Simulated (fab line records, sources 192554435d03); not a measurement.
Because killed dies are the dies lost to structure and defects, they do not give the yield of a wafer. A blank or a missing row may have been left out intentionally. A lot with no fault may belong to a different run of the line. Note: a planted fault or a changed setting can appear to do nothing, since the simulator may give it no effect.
Lot-split experiment || flow n5-finfet || 21 wafers read from 7 lots, route of 1938 steps

== ABOUT THE SPLIT ==
At N5_SD_EPI_N_EPI_21 (deposits Si:P, time 690 s), the setting time-s was moved away from the recipe's 690 s on 7 of the 21 wafers read, by -14.5% to +11.6%. The other wafers ran this setting at the recipe's value.

The reading is taken at the split's own step.

== THE READING ==
Si-P_of_SD_EPI_N_EPI_21.thk-nm (the simulator's own value, which no gauge read), in nm, at N5_SD_EPI_N_EPI_21 (deposits Si:P, time 690 s). There is no usual value for it anywhere in the file. Here, 14 wafers ran the recipe; their average is 59.2 nm with a standard deviation of 0.81 nm.

{"wafer": "L079.3", "tool, chamber at the split": "epi-rpcvd-01, 0", "time-s as run, s": 756.8, "against the recipe": "+9.7%", "Si-P_of_SD_EPI_N_EPI_21.thk-nm, nm": 63.6, "against lot-mates on the recipe": "+4.2"}
{"wafer": "L079.4", "tool, chamber at the split": "epi-rpcvd-01, 0", "time-s as run, s": 690, "against the recipe": "recipe", "Si-P_of_SD_EPI_N_EPI_21.thk-nm, nm": 59.6, "against lot-mates on the recipe": "-"}
{"wafer": "L079.5", "tool, chamber at the split": "epi-rpcvd-01, 0", "time-s as run, s": 690, "against the recipe": "recipe", "Si-P_of_SD_EPI_N_EPI_21.thk-nm, nm": 59.2, "against lot-mates on the recipe": "-"}
{"wafer": "L087.2", "tool, chamber at the split": "epi-rpcvd-01, 0", "time-s as run, s": 690, "against the recipe": "recipe", "Si-P_of_SD_EPI_N_EPI_21.thk-nm, nm": 58.4, "against lot-mates on the recipe": "-"}
{"wafer": "L087.4", "tool, chamber at the split": "epi-rpcvd-01, 0", "time-s as run, s": 690, "against the recipe": "recipe", "Si-P_of_SD_EPI_N_EPI_21.thk-nm, nm": 59, "against lot-mates on the recipe": "-"}
{"wafer": "L087.5", "tool, chamber at the split": "epi-rpcvd-01, 0", "time-s as run, s": 590.1, "against the recipe": "-14.5%", "Si-P_of_SD_EPI_N_EPI_21.thk-nm, nm": 53.8, "against lot-mates on the recipe": -4.9}
{"wafer": "L089.2", "tool, chamber at the split": "epi-rpcvd-03, 0", "time-s as run, s": 690, "against the recipe": "recipe", "Si-P_of_SD_EPI_N_EPI_21.thk-nm, nm": 57.8, "against lot-mates on the recipe": "-"}
{"wafer": "L089.5", "tool, chamber at the split": "epi-rpcvd-03, 0", "time-s as run, s": 690, "against the recipe": "recipe", "Si-P_of_SD_EPI_N_EPI_21.thk-nm, nm": 58.4, "against lot-mates on the recipe": "-"}
{"wafer": "L089.6", "tool, chamber at the split": "epi-rpcvd-03, 0", "time-s as run, s": 600.3, "against the recipe": "-13.0%", "Si-P_of_SD_EPI_N_EPI_21.thk-nm, nm": 53.4, "against lot-mates on the recipe": -4.7}
{"wafer": "L091.1", "tool, chamber at the split": "epi-rpcvd-03, 0", "time-s as run, s": 620.6, "against the recipe": "-10.1%", "Si-P_of_SD_EPI_N_EPI_21.thk-nm, nm": 53.4, "against lot-mates on the recipe": -4.2}
{"wafer": "L091.4", "tool, chamber at the split": "epi-rpcvd-03, 0", "time-s as run, s": 690, "against the recipe": "recipe", "Si-P_of_SD_EPI_N_EPI_21.thk-nm, nm": 57.6, "against lot-mates on the recipe": "-"}
{"wafer": "L091.6", "tool, chamber at the split": "epi-rpcvd-03, 0", "time-s as run, s": 620.6, "against the recipe": "-10.1%", "Si-P_of_SD_EPI_N_EPI_21.thk-nm, nm": 54, "against lot-mates on the recipe": -3.6}
{"wafer": "L093.2", "tool, chamber at the split": "epi-rpcvd-03, 0", "time-s as run, s": 609.4, "against the recipe": "-11.7%", "Si-P_of_SD_EPI_N_EPI_21.thk-nm, nm": 55.4, "against lot-mates on the recipe": -4.4}
{"wafer": "L093.5", "tool, chamber at the split": "epi-rpcvd-03, 0", "time-s as run, s": 690, "against the recipe": "recipe", "Si-P_of_SD_EPI_N_EPI_21.thk-nm, nm": 60, "against lot-mates on the recipe": "-"}
{"wafer": "L093.6", "tool, chamber at the split": "epi-rpcvd-03, 0", "time-s as run, s": 690, "against the recipe": "recipe", "Si-P_of_SD_EPI_N_EPI_21.thk-nm, nm": 59.6, "against lot-mates on the recipe": "-"}
{"wafer": "L094.3", "tool, chamber at the split": "epi-rpcvd-02, 0", "time-s as run, s": 690, "against the recipe": "recipe", "Si-P_of_SD_EPI_N_EPI_21.thk-nm, nm": 59.8, "against lot-mates on the recipe": "-"}
{"wafer": "L094.4", "tool, chamber at the split": "epi-rpcvd-02, 0", "time-s as run, s": 690, "against the recipe": "recipe", "Si-P_of_SD_EPI_N_EPI_21.thk-nm, nm": 59.6, "against lot-mates on the recipe": "-"}
{"wafer": "L094.5", "tool, chamber at the split": "epi-rpcvd-02, 0", "time-s as run, s": 690, "against the recipe": "recipe", "Si-P_of_SD_EPI_N_EPI_21.thk-nm, nm": 59.6, "against lot-mates on the recipe": "-"}
{"wafer": "L097.1", "tool, chamber at the split": "epi-rpcvd-01, 0", "time-s as run, s": 769.9, "against the recipe": "+11.6%", "Si-P_of_SD_EPI_N_EPI_21.thk-nm, nm": 64.8, "against lot-mates on the recipe": "+4.7"}
{"wafer": "L097.3", "tool, chamber at the split": "epi-rpcvd-01, 0", "time-s as run, s": 690, "against the recipe": "recipe", "Si-P_of_SD_EPI_N_EPI_21.thk-nm, nm": 60.4, "against lot-mates on the recipe": "-"}
{"wafer": "L097.5", "tool, chamber at the split": "epi-rpcvd-01, 0", "time-s as run, s": 690, "against the recipe": "recipe", "Si-P_of_SD_EPI_N_EPI_21.thk-nm, nm": 59.8, "against lot-mates on the recipe": "-"}

FIT RESULTS
A straight line over all 21 wafers: Si-P_of_SD_EPI_N_EPI_21.thk-nm changes by +0.442 nm for each +1% of time-s; r = +0.96; the points scatter about the line by 0.88 nm.
The same after taking each lot's own level away (the mean of its wafers on the recipe; 21 wafers): +0.381 nm for each +1%; r = +0.99; scatter 0.29 nm.
On that fit, the largest move of time-s shifts the reading by 5.5 nm.
The span of the lots' own levels, 57.60 to 60.10 nm, comes to 3.1 times the standard deviation stated above.
So the slope is not independent of the lot-to-lot level: the two fits are not the same.
Check: for one of the wafers moved furthest among these (-14.5%), held out of the fit, the line's prediction against its lot-mates is -5.6 nm. It came out at -4.9 nm against them.

== ADDITIONAL SPLITS CARRIED BY THESE WAFERS ==
Before the reading, these wafers also passed through other splits. Each is held against what the fit with the lots' levels taken away leaves over:
{"other split on the same wafers": "N5_ZERO_LAYER_PECVD_02 time-s", "wafers away from the commonest value": 4, "r with Si-P_of_SD_EPI_N_EPI_21.thk-nm (lot level and that fit taken away)": "+0.20"}
{"other split on the same wafers": "N5_ZERO_LAYER_ETCH_18 icp-w", "wafers away from the commonest value": 6, "r with Si-P_of_SD_EPI_N_EPI_21.thk-nm (lot level and that fit taken away)": -0.18}
{"other split on the same wafers": "N5_PMOS_HMC_CHANNEL_EPI_EXPOSE_06 dose-mj", "wafers away from the commonest value": 8, "r with Si-P_of_SD_EPI_N_EPI_21.thk-nm (lot level and that fit taken away)": -0.32}
{"other split on the same wafers": "N5_PMOS_HMC_CHANNEL_EPI_PEB_07 peb-time-s", "wafers away from the commonest value": 4, "r with Si-P_of_SD_EPI_N_EPI_21.thk-nm (lot level and that fit taken away)": "+0.07"}
{"other split on the same wafers": "N5_FIN_SAQP_ETCH_65 time-s", "wafers away from the commonest value": 6, "r with Si-P_of_SD_EPI_N_EPI_21.thk-nm (lot level and that fit taken away)": -0.01}
{"other split on the same wafers": "N5_DUMMY_GATE_PECVD_30 time-s", "wafers away from the commonest value": 10, "r with Si-P_of_SD_EPI_N_EPI_21.thk-nm (lot level and that fit taken away)": -0.18}
{"other split on the same wafers": "N5_DUMMY_GATE_COAT_09 spin-rpm", "wafers away from the commonest value": 6, "r with Si-P_of_SD_EPI_N_EPI_21.thk-nm (lot level and that fit taken away)": -0.05}

== THE WHOLE CHAIN: every reading that the file lists as answering this split, in the file's order ==
{"step": "N5_SD_EPI_N_EPI_21", "what it does": "deposits Si:P, time 690 s", "reading": "Si-P_of_SD_EPI_N_EPI_21.thk-nm (the simulator's own value, which no gauge read)", "change (the file's fit)": "+0.376 nm for each +1% of the setting", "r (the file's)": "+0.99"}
{"step": "N5_SD_EPI_N_EPI_MEAS_23", "what it does": "", "reading": "thk-nm", "change (the file's fit)": "withheld for each +1% of the setting", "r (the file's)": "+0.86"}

== FILE'S OWN FIT ==
Si-P_of_SD_EPI_N_EPI_21.thk-nm changes by +0.376 nm for each +1% of time-s, r = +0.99.
